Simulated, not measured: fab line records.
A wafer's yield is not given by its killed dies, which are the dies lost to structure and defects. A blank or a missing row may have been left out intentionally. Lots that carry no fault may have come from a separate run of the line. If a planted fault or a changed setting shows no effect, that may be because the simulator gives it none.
Which tool was responsible? | flow n5Finfet | 10 lots with 29 wafers sampled at 5 steps, on a route of 1938 steps

## WHAT THE GAUGES READ, wafer by wafer
N5_BEOL_M1_CD_MEAS_11: target cd 17.05 nm. Usual: cdNm 16.98 nm, standard deviation 0.26.
lot  | measured     | on       | cdNm (nm)         | flag
L469 | day 6 15:00  | cdSem-03 | 17.15 17.05 16.84 | 
L472 | day 6 21:00  | cdSem-01 | 17.12 17.07 17.21 | 
L473 | day 7 01:53  | cdSem-02 | 16.60 17.32 16.37 | 
L477 | day 7 20:20  | cdSem-02 | 17.27 17.56 17.21 | 
L474 | day 7 20:59  | cdSem-02 | 17.19 16.94 17.39 | 
L476 | day 8 00:20  | cdSem-01 | 17.02 17.01 16.82 | 
L478 | day 8 04:34  | cdSem-03 | 16.86 16.59 16.40 | 
L482 | day 9 06:22  | cdSem-03 | 17.04 16.80       | 
L490 | day 11 19:52 | cdSem-01 | 16.91 16.83 17.09 | 
L492 | day 11 20:22 | cdSem-01 | 17.09 17.37 16.70 | 

N5_BEOL_M1_INSPECT_13: inspects for defects (brightfield). Usual: rawDefectCount 422, standard deviation 100.
lot  | measured     | on               | rawDefectCount | flag
L469 | day 6 15:05  | defectInspect-02 | 364 335 491    | 
L472 | day 6 21:05  | defectInspect-02 | 284 347 257    | 
L473 | day 7 01:59  | defectInspect-01 | 551 588 643    | 
L477 | day 7 20:25  | defectInspect-01 | 530 598 594    | 
L474 | day 7 21:04  | defectInspect-02 | 583 466 566    | 
L476 | day 8 00:25  | defectInspect-01 | 407 488 429    | 
L478 | day 8 04:40  | defectInspect-02 | 271 518 414    | 
L482 | day 9 06:27  | defectInspect-02 | 354 291        | 
L490 | day 11 19:58 | defectInspect-02 | 483 390 519    | 
L492 | day 11 20:26 | defectInspect-01 | 447 347 499    | 

N5_BEOL_M4_RC_MEAS_101. Usual: DIBL_N 36.1 mV/V, standard deviation 2.3; DIBL_P 36 mV/V, standard deviation 3.2; IOFF_N 0.16 nA/um, standard deviation 0.045; IOFF_P 0.21 nA/um, standard deviation 0.049; ION_N 674 uA/um, standard deviation 14; ION_P 462 uA/um, standard deviation 8.4; SS_N 71.6 mV/dec, standard deviation 0.83; SS_P 73.2 mV/dec, standard deviation 0.87; VT_N 249 mV, standard deviation 3.8; VT_P -250 mV, standard deviation 3.4.
lot  | measured     | on        | DIBL_N (mV/V)  | DIBL_P (mV/V) | IOFF_N (nA/um) | IOFF_P (nA/um) | ION_N (uA/um) | ION_P (uA/um) | SS_N (mV/dec)  | SS_P (mV/dec)  | VT_N (mV)   | VT_P (mV)      | flag
L469 | day 10 20:59 | prober-02 | 35.1 39.1 37.9 | 34 39 37      | 0.13 0.20 0.18 | 0.21 0.28 0.25 | 659 675 673   | 461 466 465   | 70.7 72.3 71.7 | 72.9 73.6 73.7 | 250 248 248 | -249 -246 -245 | 
L472 | day 11 20:04 | prober-01 | 39.1 38.2 36.7 | 42 40 39      | 0.22 0.20 0.19 | 0.29 0.26 0.26 | 686 679 695   | 468 465 481   | 72.3 72.0 71.3 | 74.4 73.7 73.7 | 246 248 244 | -246 -246 -246 | 
L473 | day 12 16:52 | prober-02 | 35.8 34.3 34.7 | 36 34 35      | 0.15 0.13 0.14 | 0.20 0.17 0.19 | 674 669 677   | 458 461 460   | 71.7 71.1 70.5 | 72.9 72.6 72.1 | 249 249 249 | -251 -252 -251 | 
L477 | day 12 22:52 | prober-02 | 34.9 36.0 34.8 | 34 36 33      | 0.12 0.14 0.12 | 0.15 0.19 0.15 | 652 668 645   | 444 456 439   | 70.7 71.9 70.9 | 71.9 73.5 72.9 | 253 251 254 | -255 -255 -257 | 
L474 | day 13 01:20 | prober-02 | 37.0 38.4 36.7 | 38 39 37      | 0.19 0.20 0.19 | 0.25 0.25 0.23 | 671 679 683   | 455 465 464   | 72.0 72.7 72.6 | 73.9 74.4 73.6 | 246 249 250 | -247 -249 -249 | 
L476 | day 13 23:03 | prober-02 | 37.8 42.2 36.9 | 38 44 37      | 0.18 0.31 0.17 | 0.23 0.34 0.22 | 684 692 694   | 470 471 468   | 72.6 73.7 71.5 | 73.9 76.2 73.5 | 251 243 246 | -250 -247 -250 | 
L478 | day 14 01:37 | prober-01 | 31.5 30.9 30.0 | 30 30 29      | 0.09 0.09 0.09 | 0.14 0.14 0.13 | 645 657 653   | 446 456 455   | 70.8 69.4 69.6 | 72.5 71.8 71.3 | 257 254 256 | -254 -252 -255 | 
L482 | day 15 08:49 | prober-02 | 37.5 32.3      | 37 30         | 0.18 0.11      | 0.23 0.14      | 666 656       | 457 448       | 72.6 70.9      | 73.9 71.3      | 248 255     | -250 -256      | 
L490 | day 17 04:50 | prober-02 | 40.9 40.3 39.2 | 44 43 41      | 0.28 0.30 0.26 | 0.38 0.36 0.31 | 686 695 685   | 469 472 464   | 73.0 72.4 72.8 | 75.4 74.8 75.0 | 241 239 243 | -241 -240 -243 | 
L492 | day 17 10:15 | prober-01 | 37.5 40.1 37.4 | 39 42 38      | 0.20 0.24 0.19 | 0.25 0.29 0.24 | 683 679 681   | 463 461 466   | 72.7 72.7 72.0 | 73.3 74.2 73.7 | 246 246 247 | -248 -248 -247 | 

## EACH LOT AND THE TOOL THAT RAN IT (in order: tool; ch and the chambers of the sampled wafers; start)
lot  | N5_BEOL_M1_ETCH_74               | N5_BEOL_M1_HM_OPEN_17
L469 | rieDiel-02 ch 0,2,3, day 6 15:10 | rieMetal-01 ch 0,1, day 6 15:22
L472 | rieDiel-02 ch 0,1,3, day 6 21:10 | rieMetal-02 ch 0,1, day 6 21:22
L473 | rieDiel-06 ch 0,2,3, day 7 02:02 | rieMetal-03 ch 1, day 7 02:17
L477 | rieDiel-06 ch 1,2, day 7 20:42   | rieMetal-02 ch 0,1, day 7 20:57
L474 | rieDiel-02 ch 1,2, day 7 21:08   | rieMetal-03 ch 0,1, day 7 21:23
L476 | rieDiel-06 ch 0,1,2, day 8 00:43 | rieMetal-02 ch 0,1, day 8 00:59
L478 | rieDiel-06 ch 0,2, day 8 06:20   | rieMetal-01 ch 0,1, day 8 06:32
L482 | rieDiel-06 ch 1,2, day 9 06:31   | rieMetal-01 ch 0,1, day 9 06:47
L490 | rieDiel-02 ch 1,2, day 11 20:02  | rieMetal-03 ch 0,1, day 11 20:15
L492 | rieDiel-05 ch 1,2, day 11 20:37  | rieMetal-03 ch 0,1, day 11 20:51
- N5_BEOL_M1_ETCH_74: etches underlayer in N2/H2, target depth 6.5 nm, time 5.2 s.
- N5_BEOL_M1_HM_OPEN_17: chemistry Cl2/BCl3, target TiN, target depth 20 nm, overetch 6 nm.

## WHAT THE TOOLS THEMSELVES READ (means of the sampled wafers that have a number; where no wafer has one, the mark that the record gives instead)
N5_BEOL_M1_ETCH_74. Usual: drypumpMotorCurrentA 5.6 A (standard deviation 0.45); etchRfOnTimeS 5.28 s (standard deviation 0.18); h2FlowSccm 200.0 sccm (standard deviation 0.6); oesProductAu 0.66 a.u. (standard deviation 0.058); rfVppV 524.6 V (standard deviation 3); showerheadPlenumPTorr 2.57 Torr (standard deviation 0.094); throttleValvePct 17.9 % (standard deviation 0.32).
lot  | tool       | drypumpMotorCurrentA (A) | etchRfOnTimeS (s) | h2FlowSccm (sccm) | oesProductAu (a.u.) | rfVppV (V) | showerheadPlenumPTorr (Torr) | throttleValvePct (%) | flag
L469 | rieDiel-02 | 5.2                      | 5.31              | 199.3             | 0.64                | 521.8      | 2.51                         | 18.2                 | 
L472 | rieDiel-02 | 5.7                      | 5.31              | 200.3             | 0.68                | 522.5      | 2.53                         | 18.1                 | 
L473 | rieDiel-06 | 5.8                      | 5.15              | 200.3             | 0.62                | 523.9      | 2.56                         | 18.0                 | 
L477 | rieDiel-06 | 5.6                      | 5.28              | 200.4             | 0.68                | 526.5      | 2.61                         | 17.5                 | 
L474 | rieDiel-02 | 5.5                      | 5.50              | 200.2             | 0.63                | 525.9      | 2.64                         | 17.8                 | 
L476 | rieDiel-06 | 5.6                      | 5.29              | 199.9             | 0.66                | 524.7      | 2.58                         | 17.8                 | 
L478 | rieDiel-06 | 5.6                      | 5.64              | 200.7             | 0.61                | 523.4      | 2.52                         | 17.9                 | 
L482 | rieDiel-06 | 5.5                      | 5.79              | 200.3             | 0.62                | 524.6      | 2.58                         | 17.6                 | 
L490 | rieDiel-02 | 5.5                      | 5.53              | 200.2             | 0.61                | 526.8      | 2.63                         | 17.8                 | 
L492 | rieDiel-05 | 5.9                      | 5.09              | 199.7             | 0.64                | 525.7      | 2.66                         | 18.1                 | 

N5_BEOL_M1_HM_OPEN_17. Usual: drypumpMotorCurrentA 6.1 A, standard deviation 0.43; oesProductAu 0.70 a.u., standard deviation 0.12; throttleValvePct 22.0 %, standard deviation 0.31.
lot  | tool        | drypumpMotorCurrentA (A) | oesProductAu (a.u.) | throttleValvePct (%) | flag
L469 | rieMetal-01 | 6.5                      | 0.64                | 22.5                 | 
L472 | rieMetal-02 | 6.0                      | 0.71                | 22.0                 | 
L473 | rieMetal-03 | 5.6                      | 0.61                | 21.6                 | 
L477 | rieMetal-02 | 6.3                      | 0.60                | 22.2                 | 
L474 | rieMetal-03 | 6.0                      | 0.75                | 21.9                 | 
L476 | rieMetal-02 | 6.0                      | 0.69                | 22.1                 | 
L478 | rieMetal-01 | 6.5                      | 0.62                | 22.5                 | 
L482 | rieMetal-01 | 6.3                      | 0.66                | 22.4                 | 
L490 | rieMetal-03 | 5.8                      | 0.65                | 21.7                 | 
L492 | rieMetal-03 | 6.0                      | 0.70                | 21.9                 | 

## THE ANSWER, worked out from the rows above alone
Rule: a lot is off if the mean of its wafers that have a number lies more than 3 standard deviations from the usual mean. Also off: a lot with no number at a reading for which 4 or more lots have one. Where the step has rows for the other lots, those lots are counted as sound. The gauges are gone through in route order, then the tools' own readings, and for those a lot's mean is taken as printed above. The first step at which some lot is off is used, and at that step the reading that is off furthest; a lot without a number counts as furthest.
No lot is off on any of the readings shown, so nothing can be concluded from this.

## WHAT WAS PUT IN BY THE SIMULATOR
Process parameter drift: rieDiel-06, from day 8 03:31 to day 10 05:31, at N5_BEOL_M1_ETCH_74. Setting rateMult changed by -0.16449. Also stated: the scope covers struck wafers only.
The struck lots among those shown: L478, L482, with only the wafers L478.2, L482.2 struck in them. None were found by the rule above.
